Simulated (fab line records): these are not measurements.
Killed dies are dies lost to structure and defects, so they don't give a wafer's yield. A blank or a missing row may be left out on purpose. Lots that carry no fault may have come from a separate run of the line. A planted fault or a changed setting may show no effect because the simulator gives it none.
What tool caused it? / flow nand-harc / 6 lots with 18 wafers sampled at 3 steps, on a route of 1302 steps

## WHAT EACH GAUGE READ, for each wafer
NHARC_P_ZERO_WELL_CD_MEAS_37: target cd 720 nm.
lot=L194; measured=day 2 20:09; on=cd-sem-02; cd-nm (nm)=719.8 719.2 719.5
lot=L197; measured=day 4 04:10; on=cd-sem-01; cd-nm (nm)=725.1 722.4 722.2
lot=L201; measured=day 5 18:07; on=cd-sem-02; cd-nm (nm)=720.5 720.6 720.8
lot=L204; measured=day 6 23:58; on=cd-sem-02; cd-nm (nm)=722.5 720.9 722.1
lot=L209; measured=day 9 02:10; on=cd-sem-01; cd-nm (nm)=- - -
lot=L215; measured=day 11 14:10; on=cd-sem-02; cd-nm (nm)=716.3 719.1 720.0

## EACH LOT AND THE TOOL THAT RAN IT (in order: tool; ch and the chambers of the sampled wafers; start)
lot=L194; NHARC_P_ZERO_WELL_ETCH_63=rie-si-03 ch 0,2, day 2 17:44; NHARC_P_ZERO_WELL_EXPOSE_34=krf-scanner-04 ch 0, day 2 20:00
lot=L197; NHARC_P_ZERO_WELL_ETCH_63=rie-si-01 ch 0,3, day 4 01:26; NHARC_P_ZERO_WELL_EXPOSE_34=krf-scanner-03 ch 0, day 4 04:01
lot=L201; NHARC_P_ZERO_WELL_ETCH_63=rie-si-03 ch 0,1,3, day 5 15:44; NHARC_P_ZERO_WELL_EXPOSE_34=krf-scanner-04 ch 0, day 5 17:58
lot=L204; NHARC_P_ZERO_WELL_ETCH_63=rie-si-02 ch 1,2,3, day 6 21:32; NHARC_P_ZERO_WELL_EXPOSE_34=krf-scanner-03 ch 0, day 6 23:49
lot=L209; NHARC_P_ZERO_WELL_ETCH_63=rie-si-02 ch 0,2,3, day 8 23:33; NHARC_P_ZERO_WELL_EXPOSE_34=krf-scanner-02 ch 0, day 9 02:01
lot=L215; NHARC_P_ZERO_WELL_ETCH_63=rie-si-01 ch 0,1,3, day 11 11:43; NHARC_P_ZERO_WELL_EXPOSE_34=krf-scanner-03 ch 0, day 11 14:01
- NHARC_P_ZERO_WELL_ETCH_63: etches the open film in HBr/Cl2, target depth 120 nm, time 40.1 s.
- NHARC_P_ZERO_WELL_EXPOSE_34: exposes mask P PWELL, target cd 720 nm.

## THE ANSWER, worked out from the rows above alone
Rule: what is usual is taken from the lots themselves. The widest of any qualifying gaps counts: lots, ordered by their means at a reading, are off when they make up no more than a third of the lots, leave a main group of 4 or more, and stand apart from it by 3 or more times the standard deviation of that group's means. Not used: any main group whose means are identical at the precision the tables above print for the reading. A lot without any number at a reading at which 4 lots or more have one is off too. All remaining lots with rows at the step are treated as sound.
Off, at NHARC_P_ZERO_WELL_CD_MEAS_37 on cd-nm: L209. Without a number there: L209. Mean 720.7 nm and standard deviation 1.7 in the main group.
A tool fits if, at a process step before that reading, it ran every lot that is off, and no sound lot after the first of them. Those tools and the gauges at NHARC_P_ZERO_WELL_CD_MEAS_37 are tried in the same way. Can't be told from this: 3 tools fit, rie-si-02 at NHARC_P_ZERO_WELL_ETCH_63, krf-scanner-02 at NHARC_P_ZERO_WELL_EXPOSE_34, cd-sem-01 at NHARC_P_ZERO_WELL_CD_MEAS_37.

## WHAT HAD BEEN PUT IN BY THE SIMULATOR
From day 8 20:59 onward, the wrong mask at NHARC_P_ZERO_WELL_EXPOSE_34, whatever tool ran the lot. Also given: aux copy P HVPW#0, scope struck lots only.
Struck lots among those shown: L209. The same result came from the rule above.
